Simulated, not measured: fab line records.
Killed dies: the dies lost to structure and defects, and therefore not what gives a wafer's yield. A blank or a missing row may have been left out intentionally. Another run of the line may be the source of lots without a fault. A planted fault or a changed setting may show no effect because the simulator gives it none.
Matching of chambers | flow n5 finfet | N5_HKMG_FIN_ALD_21 on ald metal-04 has 4 sister chambers
The step deposits TiN, target thk 1.5 nm, pulse time 1 s, purge time 3 s. 8 wafers are shown with their chamber, then 10 later ones without.

== WAFERS WITH THEIR CHAMBER ==
wafer  | chamber | heater power w (W) | susceptor temp C (C)
L089.1 | 3       | 759                | 399.83
L090.5 | 0       | 968                | 400.00
L090.6 | 1       | 939                | 399.83
L091.1 | 2       | 973                | 399.83
L091.2 | 1       | 939                | 399.67
L091.4 | 3       | 756                | 399.97
L092.2 | 0       | 945                | 400.11
L092.4 | 2       | 955                | 400.20

== WAFERS WITH NO CHAMBER GIVEN ==
wafer  | heater power w (W) | susceptor temp C (C)
L092.5 | 953                | 399.83
L093.2 | 983                | 400.34
L093.4 | 928                | 399.90
L093.6 | 740                | 399.56
L095.1 | 961                | 400.12
L095.3 | 948                | 399.86
L095.6 | 754                | 400.24
L097.1 | 922                | 400.13
L097.3 | 966                | 400.15
L097.6 | 771                | 399.79

== WHICH CHAMBER EACH ONE RAN IN ==
wafer  | from the rows above          | in truth
L092.5 | can't be placed: 1 or 0 or 2 | 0
L093.2 | can't be placed: 2 or 0      | 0
L093.4 | can't be placed: 1 or 0      | 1
L093.6 | 3                            | 3
L095.1 | can't be placed: 0 or 2      | 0
L095.3 | can't be placed: 1 or 0 or 2 | 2
L095.6 | 3                            | 3
L097.1 | can't be placed: 1 or 0 or 2 | 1
L097.3 | can't be placed: 2 or 0      | 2
L097.6 | 3                            | 3
3 of 10 placed correctly. Cannot be placed on the basis of these rows: 7; the candidates contain the true chamber in 7. Placed wrongly: 0.
How it was worked out, from the rows above alone: a wafer's distance from a chamber is the root of the sum, over the readings, of the square of ((its reading less the chamber's mean) divided by the reading's scatter). If the next closest chamber is less than 2 further off than the closest, the wafer can't be placed; otherwise it belongs to the closest. Each chamber's mean is taken over the wafers shown for it. The scatter: take each reading less its chamber's mean, square it, sum over the shown wafers, divide by the number of wafers less the number of chambers, and take the root.
